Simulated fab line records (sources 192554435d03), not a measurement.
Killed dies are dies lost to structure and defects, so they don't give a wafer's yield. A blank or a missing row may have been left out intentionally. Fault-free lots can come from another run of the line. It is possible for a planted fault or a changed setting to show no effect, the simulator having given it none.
fab line records	flow n5Finfet
record: lots: 24	wafers: 72	lastDay: 18
route steps=1938 shown BEOL_M2@928 BEOL_M3@992
lots untouched by any fault: they come from a run of this same line in which no faults occurred
startH: start of the lot's first displayed wafer, in hours after the record's first day	waitH: time in hours since the lot's previous step	" as in the row above	L1.1+2: a row that stands for several wafers	- no value present, or no start provided	* or withheld: withheld	< > ~ a bound
route shown NAME@n: NAME is a module with steps in the file, n the number in the route of the first one	usual: mean/standard deviation taken from wafers without a fault	same: alike in all rows	chamber/n: place in a boat	sites: each site's reading	_std_site: their standard deviation	_edge_site: outer sites' mean less inner sites'	radiusMm: for every site, how far away it sits from the centre of the wafer	mask NAME#n: copy n	behind: tool/chamber where the wafer was last shaped	hold: reason for holding the lot/hours on hold/outcome of the hold	device: which transistor (n, p or np) failed to switch	end of line: tests of these same wafers at the route's end	a step without rows: its recipe alone	killed: dies that structure and defects cost at the first sort, which is not the same as the wafer's yield	map: dies across one wafer; x = killed, . = not, _ = none there
set.NAME: the setting that was run; set.NAME@STEP: the one run at that earlier step	model.NAME: the simulator's own value behind a step, which no gauge read
the route's steps for a sample of lots (tables are steps, rows are wafers)
services: from which hour (startH, from the record's first day; less than 0 if before it) a tool's chamber was out of use, for how many hours, and why
== steps ==
step: N5_BEOL_M2_DEP_57
recipe: material: SiCN	targetThkA: 80	tempC: withheld	precursor: 3MS/NH3	pressureTorr: 3	rfW: 202	timeS: 14
usual: showerheadPlenumPTorr: 3.659/0.013	throttleValvePct: 9.0/0.38
same: timeS: 14
lot.wafer	tool	chamber	startH	waitH	showerheadPlenumPTorr	throttleValvePct
L074.1	pecvd-04	2	144.65	0.0	3.645	8.9
L074.3	"	0	"	"	3.660	9.2
L074.6	"	2	"	"	3.639	8.9
L075.1	pecvd-04	1	152.16	0.0	3.652	8.5
L075.4	"	1	"	"	3.649	8.6
L075.5	"	0	"	"	3.654	9.2
L076.2	pecvd-01	2	173.37	0.0	3.679	8.6
L076.3	"	0	"	"	3.656	9.4
L076.6	"	2	"	"	3.677	8.7
L077.1	pecvd-01	2	176.51	0.0	3.679	8.6
L077.2	"	1	"	"	3.644	8.9
L077.4	"	2	"	"	3.674	8.9
L078.1	pecvd-01	1	176.76	0.0	3.656	9.2
L078.2	"	0	"	"	3.665	9.2
L078.6	"	1	"	"	3.650	9.1
L079.1	pecvd-04	2	179.37	0.0	3.639	9.5
L079.3	"	0	"	"	3.668	9.2
L079.5	"	1	"	"	3.657	8.9
L080.2	pecvd-04	0	179.77	0.0	3.651	9.1
L080.3	"	1	"	"	3.656	9.0
L080.4	"	2	"	"	3.644	9.1
L081.1	pecvd-04	0	187.67	0.0	3.667	8.9
L081.3	"	2	"	"	3.635	9.3
L081.6	"	2	"	"	3.635	9.4
L082.2	pecvd-04	1	191.60	0.0	3.659	8.6
L082.3	"	2	"	"	3.629	8.9
L082.6	"	1	"	"	3.635	8.5
L083.3	pecvd-03	2	192.24	0.0	3.676	8.4
L083.4	"	1	"	"	3.672	9.0
L083.5	"	0	"	"	3.665	9.6
L084.1	pecvd-04	0	205.53	0.0	3.659	9.2
L084.2	"	1	"	"	3.646	8.8
L084.5	"	2	"	"	3.640	9.3
L085.2	pecvd-01	1	212.08	0.0	3.650	8.8
L085.5	"	0	"	"	3.661	9.4
L085.6	"	1	"	"	3.642	8.9
L086.1	pecvd-04	2	226.22	0.0	3.638	9.1
L086.2	"	0	"	"	3.662	9.2
L086.5	"	2	"	"	3.640	9.3
L087.2	pecvd-03	1	228.70	0.0	3.659	9.0
L087.4	"	0	"	"	3.654	9.7
L087.6	"	1	"	"	3.663	9.0
L088.1	pecvd-03	2	229.09	0.0	3.688	8.6
L088.5	"	1	"	"	3.667	9.1
L088.6	"	0	"	"	3.655	9.4
L089.2	pecvd-03	1	237.15	0.0	3.660	8.9
L089.4	"	1	"	"	3.668	9.2
L089.6	"	0	"	"	3.652	9.7
L091.4	pecvd-04	0	246.22	0.0	3.660	9.3
L091.5	"	2	"	"	3.640	9.5
L091.6	"	1	"	"	3.655	8.6
L090.1	pecvd-03	0	246.77	0.0	3.653	9.6
L090.2	"	1	"	"	3.675	9.2
L090.6	"	0	"	"	3.658	9.7
L092.1	pecvd-01	2	251.54	0.0	3.680	8.7
L092.2	"	0	"	"	3.656	9.5
L092.4	"	2	"	"	3.677	8.9
L093.1	pecvd-03	1	257.70	0.0	3.666	8.9
L093.3	"	2	"	"	3.675	8.4
L093.4	"	1	"	"	3.671	8.9
L095.2	pecvd-03	0	271.97	0.0	3.661	9.5
L095.4	"	2	"	"	3.680	8.2
L095.5	"	0	"	"	3.663	9.5
L096.1	pecvd-03	2	280.42	0.0	3.691	8.5
L096.4	"	2	"	"	3.686	8.5
L096.5	"	0	"	"	3.661	9.3
L094.1	pecvd-04	0	281.03	0.0	3.656	9.0
L094.3	"	1	"	"	3.656	8.7
L094.6	"	2	"	"	3.641	9.7
L097.1	pecvd-03	0	283.70	0.0	3.661	9.3
L097.4	"	1	"	"	3.674	9.1
L097.6	"	2	"	"	3.670	8.2
step: N5_BEOL_M3_SURFACE_TREAT_85
recipe: gas: Ar	timeS: *	ionEnergyEv: *	ionCurrentMaCm2: 0.5	pressureMtorr: *	arFlowSccm: 30
usual: throttleValvePct: *
same: timeS: *
lot.wafer	tool	chamber	startH	waitH	throttleValvePct
L074.1	pvdSputter-02	-	148.52	0.2	*
L074.3	"	-	"	"	*
L074.6	"	-	"	"	*
L075.1	pvdSputter-02	-	161.37	0.2	*
L075.4	"	-	"	"	*
L075.5	"	-	"	"	*
L076.2	pvdSputter-01	-	180.70	0.2	*
L076.3	"	-	"	"	*
L076.6	"	-	"	"	*
L077.1	pvdSputter-01	-	184.13	0.2	*
L077.2	"	-	"	"	*
L077.4	"	-	"	"	*
L080.2	pvdSputter-02	-	185.08	0.2	*
L080.3	"	-	"	"	*
L080.4	"	-	"	"	*
L078.1	pvdSputter-02	-	185.22	0.1	*
L078.2	"	-	"	"	*
L078.6	"	-	"	"	*
L079.1	pvdSputter-03	-	189.23	0.3	*
L079.3	"	-	"	"	*
L079.5	"	-	"	"	*
L081.1	pvdSputter-02	-	193.06	0.2	*
L081.3	"	-	"	"	*
L081.6	"	-	"	"	*
L082.2	pvdSputter-03	-	196.64	0.2	*
L082.3	"	-	"	"	*
L082.6	"	-	"	"	*
L083.3	pvdSputter-03	-	196.68	0.2	*
L083.4	"	-	"	"	*
L083.5	"	-	"	"	*
L084.1	pvdSputter-02	-	213.90	0.2	*
L084.2	"	-	"	"	*
L084.5	"	-	"	"	*
L085.2	pvdSputter-03	-	218.93	0.4	*
L085.5	"	-	"	"	*
L085.6	"	-	"	"	*
L086.1	pvdSputter-03	-	234.38	0.2	*
L086.2	"	-	"	"	*
L086.5	"	-	"	"	*
L087.2	pvdSputter-02	-	235.05	0.5	*
L087.4	"	-	"	"	*
L087.6	"	-	"	"	*
L088.1	pvdSputter-02	-	237.60	0.2	*
L088.5	"	-	"	"	*
L088.6	"	-	"	"	*
L089.2	pvdSputter-03	-	243.39	0.1	*
L089.4	"	-	"	"	*
L089.6	"	-	"	"	*
L091.4	pvdSputter-02	-	249.91	0.2	*
L091.5	"	-	"	"	*
L091.6	"	-	"	"	*
L090.1	pvdSputter-01	-	251.19	0.1	*
L090.2	"	-	"	"	*
L090.6	"	-	"	"	*
L092.1	pvdSputter-02	-	257.92	0.2	*
L092.2	"	-	"	"	*
L092.4	"	-	"	"	*
L093.1	pvdSputter-02	-	276.15	0.3	*
L093.3	"	-	"	"	*
L093.4	"	-	"	"	*
L095.2	pvdSputter-03	-	280.69	0.2	*
L095.4	"	-	"	"	*
L095.5	"	-	"	"	*
L094.1	pvdSputter-03	-	291.43	0.2	*
L094.3	"	-	"	"	*
L094.6	"	-	"	"	*
L096.1	pvdSputter-01	-	292.22	0.2	*
L096.4	"	-	"	"	*
L096.5	"	-	"	"	*
L097.1	pvdSputter-01	-	294.90	0.2	*
L097.4	"	-	"	"	*
L097.6	"	-	"	"	*
step: N5_BEOL_M3_SPUTTER_48
recipe: material: Cu	targetThkA: 45	tempC: -20	chamberPressurePa: 0.07	powerW: withheld	timeS: 8.29
usual: throttleValvePct: 30.0/1.5
same: timeS: 8.29
lot.wafer	tool	chamber	startH	waitH	throttleValvePct
L074.1	pvdSputter-02	-	148.76	0.1	29.3
L074.3	"	-	"	"	30.8
L074.6	"	-	"	"	29.2
L075.1	pvdSputter-01	-	161.60	0.1	30.2
L075.4	"	-	"	"	29.6
L075.5	"	-	"	"	29.6
L076.2	pvdSputter-02	-	181.10	0.1	31.1
L076.3	"	-	"	"	29.2
L076.6	"	-	"	"	32.7
L077.1	pvdSputter-01	-	184.45	0.2	29.3
L077.2	"	-	"	"	30.1
L077.4	"	-	"	"	29.7
L080.2	pvdSputter-02	-	185.36	0.1	28.9
L080.3	"	-	"	"	28.2
L080.4	"	-	"	"	31.0
L078.1	pvdSputter-01	-	186.29	0.7	30.3
L078.2	"	-	"	"	29.8
L078.6	"	-	"	"	30.3
L079.1	pvdSputter-03	-	191.29	1.7	31.1
L079.3	"	-	"	"	28.5
L079.5	"	-	"	"	28.5
L081.1	pvdSputter-03	-	193.33	0.1	31.7
L081.3	"	-	"	"	31.2
L081.6	"	-	"	"	31.1
L083.3	pvdSputter-01	-	197.01	0.2	29.8
L083.4	"	-	"	"	30.3
L083.5	"	-	"	"	30.2
L082.2	pvdSputter-03	-	197.16	0.2	31.6
L082.3	"	-	"	"	30.9
L082.6	"	-	"	"	31.0
L084.1	pvdSputter-02	-	214.18	0.2	30.9
L084.2	"	-	"	"	32.6
L084.5	"	-	"	"	32.5
L085.2	pvdSputter-02	-	219.99	0.2	32.5
L085.5	"	-	"	"	32.6
L085.6	"	-	"	"	29.1
L086.1	pvdSputter-02	-	235.09	0.5	31.2
L086.2	"	-	"	"	29.2
L086.5	"	-	"	"	32.7
L087.2	pvdSputter-01	-	236.24	0.8	30.0
L087.4	"	-	"	"	29.4
L087.6	"	-	"	"	30.0
L088.1	pvdSputter-03	-	237.86	0.1	31.6
L088.5	"	-	"	"	28.7
L088.6	"	-	"	"	28.1
L089.2	pvdSputter-03	-	243.74	0.2	28.8
L089.4	"	-	"	"	28.0
L089.6	"	-	"	"	31.1
L091.4	pvdSputter-02	-	250.21	0.1	32.7
L091.5	"	-	"	"	32.6
L091.6	"	-	"	"	28.3
L090.1	pvdSputter-03	-	251.68	0.4	31.4
L090.2	"	-	"	"	28.0
L090.6	"	-	"	"	27.8
L092.1	pvdSputter-02	-	259.92	1.9	29.1
L092.2	"	-	"	"	28.5
L092.4	"	-	"	"	32.4
L093.1	pvdSputter-03	-	276.43	0.1	28.6
L093.3	"	-	"	"	27.8
L093.4	"	-	"	"	31.5
L095.2	pvdSputter-01	-	280.93	0.1	29.9
L095.4	"	-	"	"	29.2
L095.5	"	-	"	"	30.5
L094.1	pvdSputter-03	-	291.65	0.1	27.8
L094.3	"	-	"	"	28.6
L094.6	"	-	"	"	27.9
L096.1	pvdSputter-01	-	292.50	0.1	30.2
L096.4	"	-	"	"	29.8
L096.5	"	-	"	"	30.2
L097.1	pvdSputter-03	-	295.21	0.2	30.9
L097.4	"	-	"	"	27.9
L097.6	"	-	"	"	31.0
step: N5_BEOL_M3_ANNEAL_82
recipe: tempC: 400	timeS: 240	ambient: vacuum
usual: heaterPowerW: 792/81
same: timeS: 240
lot.wafer	tool	chamber	startH	waitH	heaterPowerW
L074.1	pvdSputter-02	-	149.28	0.0	979
L074.3	"	-	"	"	799
L074.6	"	-	"	"	1000
L075.1	pvdSputter-01	-	162.12	0.0	752
L075.4	"	-	"	"	840
L075.5	"	-	"	"	808
L076.2	pvdSputter-02	-	181.62	0.0	791
L076.3	"	-	"	"	984
L076.6	"	-	"	"	641
L077.1	pvdSputter-01	-	184.97	0.0	755
L077.2	"	-	"	"	815
L077.4	"	-	"	"	794
L080.2	pvdSputter-02	-	185.88	0.0	997
L080.3	"	-	"	"	820
L080.4	"	-	"	"	774
L078.1	pvdSputter-01	-	186.81	0.0	761
L078.2	"	-	"	"	811
L078.6	"	-	"	"	760
L079.1	pvdSputter-03	-	191.81	0.0	846
L079.3	"	-	"	"	819
L079.5	"	-	"	"	834
L081.1	pvdSputter-03	-	193.85	0.0	746
L081.3	"	-	"	"	815
L081.6	"	-	"	"	848
L083.3	pvdSputter-01	-	197.53	0.0	803
L083.4	"	-	"	"	736
L083.5	"	-	"	"	824
L082.2	pvdSputter-03	-	197.68	0.0	747
L082.3	"	-	"	"	836
L082.6	"	-	"	"	837
L084.1	pvdSputter-02	-	214.70	0.0	789
L084.2	"	-	"	"	634
L084.5	"	-	"	"	642
L085.2	pvdSputter-02	-	220.51	0.0	645
L085.5	"	-	"	"	626
L085.6	"	-	"	"	1015
L086.1	pvdSputter-02	-	235.61	0.0	789
L086.2	"	-	"	"	1004
L086.5	"	-	"	"	636
L087.2	pvdSputter-01	-	236.76	0.0	824
L087.4	"	-	"	"	726
L087.6	"	-	"	"	826
L088.1	pvdSputter-03	-	238.38	0.0	763
L088.5	"	-	"	"	822
L088.6	"	-	"	"	757
L089.2	pvdSputter-03	-	244.31	0.0	807
L089.4	"	-	"	"	768
L089.6	"	-	"	"	829
L091.4	pvdSputter-02	-	250.73	0.0	644
L091.5	"	-	"	"	640
L091.6	"	-	"	"	807
L090.1	pvdSputter-03	-	252.20	0.0	773
L090.2	"	-	"	"	750
L090.6	"	-	"	"	765
L092.1	pvdSputter-02	-	260.44	0.0	1000
L092.2	"	-	"	"	808
L092.4	"	-	"	"	640
L093.1	pvdSputter-03	-	276.95	0.0	798
L093.3	"	-	"	"	780
L093.4	"	-	"	"	746
L095.2	pvdSputter-01	-	281.45	0.0	787
L095.4	"	-	"	"	742
L095.5	"	-	"	"	766
L094.1	pvdSputter-03	-	292.17	0.0	774
L094.3	"	-	"	"	822
L094.6	"	-	"	"	760
L096.1	pvdSputter-01	-	293.02	0.0	750
L096.4	"	-	"	"	811
L096.5	"	-	"	"	834
L097.1	pvdSputter-03	-	295.73	0.0	844
L097.4	"	-	"	"	752
L097.6	"	-	"	"	847
step: N5_BEOL_M3_ANNEAL_89
recipe: tempC: 400	timeS: 240	ambient: vacuum
usual: heaterPowerW: 792/80
same: timeS: 240
lot.wafer	tool	chamber	startH	waitH	heaterPowerW
L074.1	pvdSputter-02	-	149.72	0.0	977
L074.3	"	-	"	"	799
L074.6	"	-	"	"	987
L075.1	pvdSputter-01	-	162.56	0.0	744
L075.4	"	-	"	"	820
L075.5	"	-	"	"	819
L076.2	pvdSputter-02	-	182.06	0.0	803
L076.3	"	-	"	"	995
L076.6	"	-	"	"	652
L077.1	pvdSputter-01	-	185.41	0.0	747
L077.2	"	-	"	"	831
L077.4	"	-	"	"	770
L080.2	pvdSputter-02	-	186.32	0.0	984
L080.3	"	-	"	"	809
L080.4	"	-	"	"	799
L078.1	pvdSputter-01	-	187.25	0.0	755
L078.2	"	-	"	"	811
L078.6	"	-	"	"	751
L079.1	pvdSputter-03	-	192.25	0.0	851
L079.3	"	-	"	"	806
L079.5	"	-	"	"	817
L081.1	pvdSputter-03	-	194.29	0.0	752
L081.3	"	-	"	"	828
L081.6	"	-	"	"	834
L083.3	pvdSputter-01	-	197.97	0.0	797
L083.4	"	-	"	"	744
L083.5	"	-	"	"	807
L082.2	pvdSputter-03	-	198.12	0.0	736
L082.3	"	-	"	"	844
L082.6	"	-	"	"	840
L084.1	pvdSputter-02	-	215.14	0.0	791
L084.2	"	-	"	"	640
L084.5	"	-	"	"	653
L085.2	pvdSputter-02	-	220.95	0.0	653
L085.5	"	-	"	"	654
L085.6	"	-	"	"	982
L086.1	pvdSputter-02	-	236.05	0.0	797
L086.2	"	-	"	"	998
L086.5	"	-	"	"	643
L087.2	pvdSputter-01	-	237.20	0.0	831
L087.4	"	-	"	"	762
L087.6	"	-	"	"	839
L088.1	pvdSputter-03	-	238.82	0.0	771
L088.5	"	-	"	"	838
L088.6	"	-	"	"	768
L089.2	pvdSputter-03	-	244.78	0.0	830
L089.4	"	-	"	"	755
L089.6	"	-	"	"	843
L091.4	pvdSputter-02	-	251.17	0.0	639
L091.5	"	-	"	"	661
L091.6	"	-	"	"	802
L090.1	pvdSputter-03	-	252.64	0.0	747
L090.2	"	-	"	"	761
L090.6	"	-	"	"	765
L092.1	pvdSputter-02	-	260.88	0.0	1012
L092.2	"	-	"	"	815
L092.4	"	-	"	"	639
L093.1	pvdSputter-03	-	277.39	0.0	838
L093.3	"	-	"	"	784
L093.4	"	-	"	"	734
L095.2	pvdSputter-01	-	281.89	0.0	813
L095.4	"	-	"	"	763
L095.5	"	-	"	"	742
L094.1	pvdSputter-03	-	292.61	0.0	756
L094.3	"	-	"	"	804
L094.6	"	-	"	"	758
L096.1	pvdSputter-01	-	293.46	0.0	759
L096.4	"	-	"	"	809
L096.5	"	-	"	"	824
L097.1	pvdSputter-03	-	296.17	0.0	829
L097.4	"	-	"	"	765
L097.6	"	-	"	"	843
step: N5_BEOL_M3_SPUTTER_90
recipe: material: Cu	targetThkA: 45	tempC: -20	chamberPressurePa: 0.07	powerW: withheld	timeS: 8.29
usual: throttleValvePct: 30.0/1.4
same: timeS: 8.29
lot.wafer	tool	chamber	startH	waitH	throttleValvePct
L074.1	pvdSputter-02	-	149.86	0.1	29.0
L074.3	"	-	"	"	30.9
L074.6	"	-	"	"	29.0
L075.1	pvdSputter-01	-	162.70	0.1	30.4
L075.4	"	-	"	"	29.9
L075.5	"	-	"	"	29.5
L076.2	pvdSputter-02	-	182.20	0.1	31.1
L076.3	"	-	"	"	29.0
L076.6	"	-	"	"	32.7
L077.1	pvdSputter-01	-	185.55	0.1	29.3
L077.2	"	-	"	"	29.9
L077.4	"	-	"	"	29.6
L080.2	pvdSputter-02	-	186.46	0.1	29.3
L080.3	"	-	"	"	28.7
L080.4	"	-	"	"	30.7
L078.1	pvdSputter-01	-	187.39	0.1	30.6
L078.2	"	-	"	"	29.6
L078.6	"	-	"	"	30.4
L079.1	pvdSputter-03	-	192.39	0.1	31.0
L079.3	"	-	"	"	28.7
L079.5	"	-	"	"	28.5
L081.1	pvdSputter-03	-	194.43	0.1	31.9
L081.3	"	-	"	"	30.9
L081.6	"	-	"	"	30.9
L083.3	pvdSputter-01	-	198.11	0.1	29.8
L083.4	"	-	"	"	30.3
L083.5	"	-	"	"	29.7
L082.2	pvdSputter-03	-	198.26	0.1	31.7
L082.3	"	-	"	"	30.8
L082.6	"	-	"	"	30.9
L084.1	pvdSputter-02	-	215.28	0.1	30.9
L084.2	"	-	"	"	32.8
L084.5	"	-	"	"	32.5
L085.2	pvdSputter-02	-	221.09	0.1	32.7
L085.5	"	-	"	"	32.4
L085.6	"	-	"	"	29.4
L086.1	pvdSputter-02	-	236.19	0.1	30.9
L086.2	"	-	"	"	29.1
L086.5	"	-	"	"	32.5
L087.2	pvdSputter-01	-	237.34	0.1	29.8
L087.4	"	-	"	"	29.3
L087.6	"	-	"	"	29.9
L088.1	pvdSputter-03	-	238.96	0.1	31.7
L088.5	"	-	"	"	28.6
L088.6	"	-	"	"	27.6
L089.2	pvdSputter-03	-	244.94	0.1	28.5
L089.4	"	-	"	"	28.0
L089.6	"	-	"	"	30.9
L091.4	pvdSputter-02	-	251.31	0.1	32.7
L091.5	"	-	"	"	32.8
L091.6	"	-	"	"	28.4
L090.1	pvdSputter-03	-	252.78	0.1	31.3
L090.2	"	-	"	"	27.7
L090.6	"	-	"	"	27.9
L092.1	pvdSputter-02	-	261.02	0.1	29.0
L092.2	"	-	"	"	28.6
L092.4	"	-	"	"	32.4
L093.1	pvdSputter-03	-	277.53	0.1	28.3
L093.3	"	-	"	"	28.1
L093.4	"	-	"	"	31.6
L095.2	pvdSputter-01	-	282.03	0.1	29.8
L095.4	"	-	"	"	29.3
L095.5	"	-	"	"	30.4
L094.1	pvdSputter-03	-	292.75	0.1	27.6
L094.3	"	-	"	"	28.6
L094.6	"	-	"	"	27.8
L096.1	pvdSputter-01	-	293.60	0.1	30.5
L096.4	"	-	"	"	29.6
L096.5	"	-	"	"	29.9
L097.1	pvdSputter-03	-	296.31	0.1	30.9
L097.4	"	-	"	"	28.1
L097.6	"	-	"	"	31.1
== services ==
tool	chamber	startH	hours	kind
pvdSputter-03	-	134.43	3.8	repair
pecvd-03	2	138.28	2.1	scheduledDown
pvdSputter-02	-	138.49	1.9	repair
pvdSputter-03	-	149.97	2.2	repair
pecvd-01	-	178.63	6.0	pm
pecvd-01	2	207.56	17.3	repair
pecvd-03	-	212.33	5.2	repair
pecvd-01	0	214.99	5.0	scheduledDown
pecvd-04	1	222.69	5.5	scheduledDown
pecvd-04	0	228.15	2.1	scheduledDown
pecvd-03	-	266.75	2.8	pm
pecvd-01	0	270.45	-	calibration
pecvd-01	-	294.03	5.5	pm
== key ==
fault none
